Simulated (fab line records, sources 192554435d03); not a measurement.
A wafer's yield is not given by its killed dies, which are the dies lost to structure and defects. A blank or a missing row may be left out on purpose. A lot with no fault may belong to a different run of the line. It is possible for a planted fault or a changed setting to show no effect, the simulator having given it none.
What tool caused it?	flow n5Finfet	35 wafers from 12 lots sampled at 3 of the route's 1938 steps

WHAT THE GAUGES READ, wafer by wafer
N5_BEOL_M10_THK_MEAS_01. Usual: for M10_ILD_THK the level is 267 nm and the standard deviation is 4.2.
lot	measured	on	M10_ILD_THK (nm)	flag
L472	day 9 17:55	filmMetro-01	260 264 265	
L473	day 9 21:20	filmMetro-01	271 266 268	
L474	day 10 13:51	filmMetro-01	268 273 267	
L475	day 10 21:38	filmMetro-02	259 267 267	
L477	day 11 10:04	filmMetro-01	264 269 263	
L478	day 12 01:56	filmMetro-02	265 274 268	
L480	day 12 07:02	filmMetro-02	263 275 267	
L481	day 12 09:13	filmMetro-01	271 273 276	
L482	day 12 12:47	filmMetro-02	260 267 270	
L486	day 13 23:39	filmMetro-01	269 264 271	
L489	day 14 07:54	filmMetro-02	267 270	
L494	day 15 07:12	filmMetro-01	265 273 268	

WHICH TOOL RAN EACH LOT (tool, then ch and the chambers of the sampled wafers, then the start)
lot	N5_BEOL_M9_SPUTTER_48	N5_BEOL_M9_DEP_56
L472	pvdSputter-01, day 9 16:13	pecvd-02 ch 0,1,2, day 9 17:11
L473	pvdSputter-01, day 9 19:35	pecvd-03 ch 0,1, day 9 20:29
L474	pvdSputter-03, day 10 11:38	pecvd-03 ch 0,2, day 10 12:56
L475	pvdSputter-01, day 10 19:31	pecvd-03 ch 0,2, day 10 20:53
L477	pvdSputter-03, day 11 07:52	pecvd-03 ch 1,2, day 11 09:20
L478	pvdSputter-01, day 11 22:50	pecvd-01 ch 0,1, day 11 23:44
L480	pvdSputter-03, day 12 04:54	pecvd-03 ch 0,1,2, day 12 06:18
L481	pvdSputter-03, day 12 07:35	pecvd-03 ch 0,2, day 12 08:29
L482	pvdSputter-02, day 12 11:11	pecvd-01 ch 1,2, day 12 12:04
L486	pvdSputter-01, day 13 21:14	pecvd-03 ch 0,1, day 13 22:55
L489	pvdSputter-02, day 14 05:52	pecvd-02 ch 1,2, day 14 07:11
L494	pvdSputter-02, day 15 05:35	pecvd-03 ch 0,2, day 15 06:28
- N5_BEOL_M9_SPUTTER_48: material Cu, target thk 12 nm, time 2 s.
- N5_BEOL_M9_DEP_56: deposits SiCN from 3MS/NH3, target thk 15 nm, time 26.5 s.

AS READ BY THE TOOLS THEMSELVES (means over the sampled wafers that have a number; for cases with no such wafer, the mark the record gives instead)
N5_BEOL_M9_SPUTTER_48. Usual: biasV 59.9 V, standard deviation 0.62; throttleValvePct 29.7 %, standard deviation 0.97.
lot	tool	biasV (V)	throttleValvePct (%)	flag
L472	pvdSputter-01	59.8	30.2	
L473	pvdSputter-01	60.0	30.5	
L474	pvdSputter-03	60.1	29.5	
L475	pvdSputter-01	59.9	30.3	
L477	pvdSputter-03	60.3	30.1	
L478	pvdSputter-01	60.0	30.4	
L480	pvdSputter-03	59.8	28.6	
L481	pvdSputter-03	59.4	30.0	
L482	pvdSputter-02	60.2	29.5	
L486	pvdSputter-01	60.3	29.9	
L489	pvdSputter-02	60.6	29.3	
L494	pvdSputter-02	59.7	29.8	

N5_BEOL_M9_DEP_56. Usual: showerheadPlenumPTorr 3.660 Torr, standard deviation 0.014; throttleValvePct 8.89 %, standard deviation 0.25.
lot	tool	showerheadPlenumPTorr (Torr)	throttleValvePct (%)	flag
L472	pecvd-02	3.645	8.82	
L473	pecvd-03	3.665	8.86	
L474	pecvd-03	3.668	8.72	
L475	pecvd-03	3.666	8.78	
L477	pecvd-03	3.665	8.67	
L478	pecvd-01	3.657	8.88	
L480	pecvd-03	3.666	8.81	
L481	pecvd-03	3.668	8.83	
L482	pecvd-01	3.661	8.77	
L486	pecvd-03	3.673	9.08	
L489	pecvd-02	3.639	9.19	
L494	pecvd-03	3.663	8.66	

THE ANSWER, worked out from the rows above alone
Rule: a lot counts as off when the mean over its wafers that have a number is more than 3 standard deviations away from the usual mean. Also off: a lot with no number at a reading for which 4 or more lots have one. All remaining lots with rows at the step are treated as sound. First the gauges in route order, then the tools' own readings, where a lot's mean is used as printed above. The first step at which some lot is off is used, and at that step the reading that is off furthest; a lot without a number counts as furthest.
Across all readings shown, no lot is off: no conclusion can be drawn from this.

WHAT WAS PUT IN BY THE SIMULATOR
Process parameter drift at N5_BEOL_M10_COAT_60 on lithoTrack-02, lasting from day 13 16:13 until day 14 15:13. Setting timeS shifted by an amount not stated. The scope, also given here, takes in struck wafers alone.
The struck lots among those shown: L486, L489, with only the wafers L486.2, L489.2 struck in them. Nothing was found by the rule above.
